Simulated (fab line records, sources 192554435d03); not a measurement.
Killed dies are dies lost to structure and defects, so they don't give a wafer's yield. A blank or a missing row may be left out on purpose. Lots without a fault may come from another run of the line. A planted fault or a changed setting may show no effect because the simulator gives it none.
Chamber matching | flow n5_finfet | N5_ILD0_ALD_15 on ald_sin-01: 4 sister chambers
The step deposits SiNx, target thk 24 nm, pulse time 1 s, ald cycles 480. 14 wafers are shown with their chamber, then 7 later ones without.

WAFERS WITH THEIR CHAMBER
wafer  | chamber | heater_power_w (W) | precursor_pulse_height_rel
L076.2 | 0       | 773                | 0.989
L076.3 | 1       | 788                | 0.988
L076.5 | 1       | 780                | 1.045
L077.2 | 1       | 810                | 1.016
L077.4 | 2       | 860                | 0.960
L077.6 | 2       | 839                | 1.012
L080.1 | 0       | 771                | 1.025
L080.3 | 1       | 796                | 0.980
L080.4 | 3       | 842                | 0.996
L084.2 | 0       | 771                | 0.975
L084.4 | 3       | 834                | 1.003
L084.5 | 0       | 786                | 1.020
L085.2 | 0       | 776                | 0.962
L085.4 | 1       | 796                | 0.997

SIGNATURES (means of the wafers above)
reading                    | chamber 0 | chamber 1 | chamber 2 | chamber 3 | scatter within a chamber
heater_power_w             | 775.40    | 794.00    | 849.50    | 838.00    | 9.52
precursor_pulse_height_rel | 0.99420   | 1.00520   | 0.98600   | 0.99950   | 0.0267
Rule: a wafer's distance from a chamber is the root of the sum, over the readings, of the square of ((its reading less the chamber's mean) divided by the reading's scatter). The wafer belongs to the nearest chamber; if the next one is less than 2 further off, it can't be placed. The scatter: the root of (the sum of the squares of (reading less its chamber's mean) over the shown wafers, divided by (wafers less chambers)).

WAFERS WITHOUT THEIR CHAMBER
wafer  | heater_power_w (W) | precursor_pulse_height_rel
L085.6 | 824                | 1.019
L091.1 | 779                | 0.998
L091.2 | 811                | 1.000
L091.4 | 855                | 1.027
L094.3 | 769                | 1.001
L094.4 | 864                | 1.015
L094.5 | 772                | 0.973

WHICH CHAMBER EACH WENT THROUGH
wafer  | from the rows above          | in truth
L085.6 | can't be placed: 3 or 2 or 1 | 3
L091.1 | can't be placed: 0 or 1      | 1
L091.2 | can't be placed: 1 or 3 or 0 | 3
L091.4 | can't be placed: 2 or 3      | 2
L094.3 | can't be placed: 0 or 1      | 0
L094.4 | can't be placed: 2 or 3      | 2
L094.5 | can't be placed: 0 or 1      | 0
Placed correctly: 0 of 7. Can't be placed from these rows: 7 (the true chamber is among the candidates in 7). Placed wrongly: 0.
